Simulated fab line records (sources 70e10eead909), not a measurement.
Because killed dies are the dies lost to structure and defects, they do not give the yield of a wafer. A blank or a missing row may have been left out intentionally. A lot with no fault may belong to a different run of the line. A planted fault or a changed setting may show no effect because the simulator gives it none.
Chamber matching	flow nandHarc	cmp-04 running NHARC_P_CONTACT_CMP_01: 4 sister chambers
The step polishes SiO2, target thk 200 nm. 4 wafers are shown with their chamber, then 9 later ones without.

WAFERS WITH THEIR CHAMBER
wafer	chamber	motorCurrentA (A)
L084.1	1	11.7
L084.2	0	13.3
L087.5	3	11.5
L087.6	2	11.8

WAFERS WHOSE CHAMBER IS MISSING
wafer	motorCurrentA (A)
L089.1	11.0
L089.2	12.3
L089.4	11.3
L095.1	12.3
L095.3	10.5
L095.4	13.1
L097.2	14.0
L097.4	11.4
L097.5	11.6

CHAMBER TAKEN BY EACH
wafer	from the rows above	in truth
L089.1	can't be placed: 3 or 1 or 2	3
L089.2	can't be placed: 2 or 1 or 3 or 0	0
L089.4	can't be placed: 3 or 1 or 2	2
L095.1	can't be placed: 2 or 1 or 3 or 0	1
L095.3	can't be placed: 3 or 1 or 2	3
L095.4	0	0
L097.2	0	0
L097.4	can't be placed: 3 or 1 or 2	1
L097.5	can't be placed: 1 or 3 or 2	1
Correct placement for 2 of the 9. Can't be placed from these rows: 7 (the true chamber is among the candidates in 7). Number placed wrongly: 0.
How it was worked out, from the rows above alone: a wafer's distance from a chamber is the root of the sum, over the readings, of the square of ((its reading less the chamber's mean) divided by the reading's scatter). The wafer belongs to the nearest chamber; if the next one is less than 2 further off, it can't be placed. For every chamber, the mean is computed from those of its wafers that are shown. The scatter (one wafer shown for each chamber): square how far every hidden wafer sits from the nearest shown wafer, average those squares and take the square root.
